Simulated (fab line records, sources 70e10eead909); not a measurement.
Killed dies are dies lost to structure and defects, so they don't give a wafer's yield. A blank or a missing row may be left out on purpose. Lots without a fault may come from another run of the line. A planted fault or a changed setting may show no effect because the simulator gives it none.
Chamber matching | flow nand_harc | NHARC_A_CHANNEL_FILL_D1_ALD_25 on ald_hk-03: 4 sister chambers
The step deposits SiOx, target thk 60 nm, pulse time 10 s, ald cycles 600. 14 wafers are shown with their chamber, then 7 later ones without.

WAFERS WITH THEIR CHAMBER
wafer  | chamber | heater_power_w (W) | precursor_pulse_height_rel
L491.4 | 0       | 496                | 0.984
L491.2 | 1       | 498                | 1.018
L491.3 | 2       | 468                | 0.982
L494.2 | 1       | 496                | 0.981
L494.5 | 1       | 494                | 0.999
L494.6 | 0       | 507                | 0.992
L498.1 | 1       | 508                | 1.005
L498.5 | 3       | 569                | 1.016
L498.6 | 2       | 481                | 0.975
L499.2 | 3       | 554                | 0.990
L499.3 | 0       | 516                | 0.990
L499.5 | 3       | 569                | 1.041
L500.2 | 1       | 498                | 1.003
L500.4 | 2       | 473                | 0.989

SIGNATURES (means of the wafers above)
reading                    | chamber 0 | chamber 1 | chamber 2 | chamber 3 | scatter within a chamber
heater_power_w             | 506.33    | 498.80    | 474.00    | 564.00    | 7.44
precursor_pulse_height_rel | 0.98867   | 1.00120   | 0.98200   | 1.01567   | 0.0146
Rule: a wafer's distance from a chamber is the root of the sum, over the readings, of the square of ((its reading less the chamber's mean) divided by the reading's scatter). The wafer belongs to the nearest chamber; if the next one is less than 2 further off, it can't be placed. The scatter: the root of (the sum of the squares of (reading less its chamber's mean) over the shown wafers, divided by (wafers less chambers)).

WAFERS WITHOUT THEIR CHAMBER
wafer  | heater_power_w (W) | precursor_pulse_height_rel
L500.5 | 481                | 1.002
L510.2 | 571                | 0.976
L510.1 | 490                | 0.984
L510.5 | 486                | 1.005
L511.3 | 491                | 1.015
L511.1 | 470                | 0.990
L511.6 | 482                | 1.006

WHICH CHAMBER EACH WENT THROUGH
wafer  | from the rows above          | in truth
L500.5 | can't be placed: 2 or 1 or 0 | 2
L510.2 | 3                            | 3
L510.1 | can't be placed: 1 or 2 or 0 | 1
L510.5 | can't be placed: 1 or 2 or 0 | 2
L511.3 | can't be placed: 1 or 0 or 2 | 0
L511.1 | 2                            | 2
L511.6 | can't be placed: 2 or 1 or 0 | 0
Placed correctly: 2 of 7. Can't be placed from these rows: 5 (the true chamber is among the candidates in 5). Placed wrongly: 0.
